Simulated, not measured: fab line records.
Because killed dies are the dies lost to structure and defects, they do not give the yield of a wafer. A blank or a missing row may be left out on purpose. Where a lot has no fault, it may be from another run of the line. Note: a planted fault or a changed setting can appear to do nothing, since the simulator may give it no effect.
Chamber matching + flow n5-finfet + N5_FIN_CUT_CUT_ETCH_26 on rie-diel-05: 4 sister chambers
The step etches SiNx in CH3F/O2, target depth 39 nm, time 55.7 s. 4 wafers are shown with their chamber, then 7 later ones without.

## WAFERS WITH THEIR CHAMBER
| wafer  | chamber | drypump-motor-current-A (A) |
|--------|---------|-----------------------------|
| L088.6 | 0       | 6.1                         |
| L091.5 | 2       | 5.1                         |
| L092.2 | 3       | 5.2                         |
| L092.4 | 1       | 5.8                         |

## WAFERS WITHOUT THEIR CHAMBER
| wafer  | drypump-motor-current-A (A) |
|--------|-----------------------------|
| L092.5 | 6.0                         |
| L094.2 | 5.1                         |
| L094.4 | 6.1                         |
| L094.6 | 5.2                         |
| L096.2 | 5.8                         |
| L096.4 | 6.0                         |
| L096.6 | 5.1                         |

## WHICH CHAMBER EACH WENT THROUGH
| wafer  | from the rows above     | in truth |
|--------|-------------------------|----------|
| L092.5 | can't be placed: 0 or 1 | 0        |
| L094.2 | can't be placed: 2 or 3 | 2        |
| L094.4 | 0                       | 0        |
| L094.6 | can't be placed: 3 or 2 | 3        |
| L096.2 | 1                       | 1        |
| L096.4 | can't be placed: 0 or 1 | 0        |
| L096.6 | can't be placed: 2 or 3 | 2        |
Placed correctly: 2 of 7. Not placeable from these rows: 5 (in 5, the candidates include the true chamber). Wrongly placed: 0.
How it was worked out, from the rows above alone: a wafer's distance from a chamber is the root of the sum, over the readings, of the square of ((its reading less the chamber's mean) divided by the reading's scatter). If the next closest chamber is less than 2 further off than the closest, the wafer can't be placed; otherwise it belongs to the closest. A chamber's mean is the mean of its shown wafers. The scatter: root of mean squared gap, hidden wafer to nearest shown wafer, with one shown wafer a chamber.
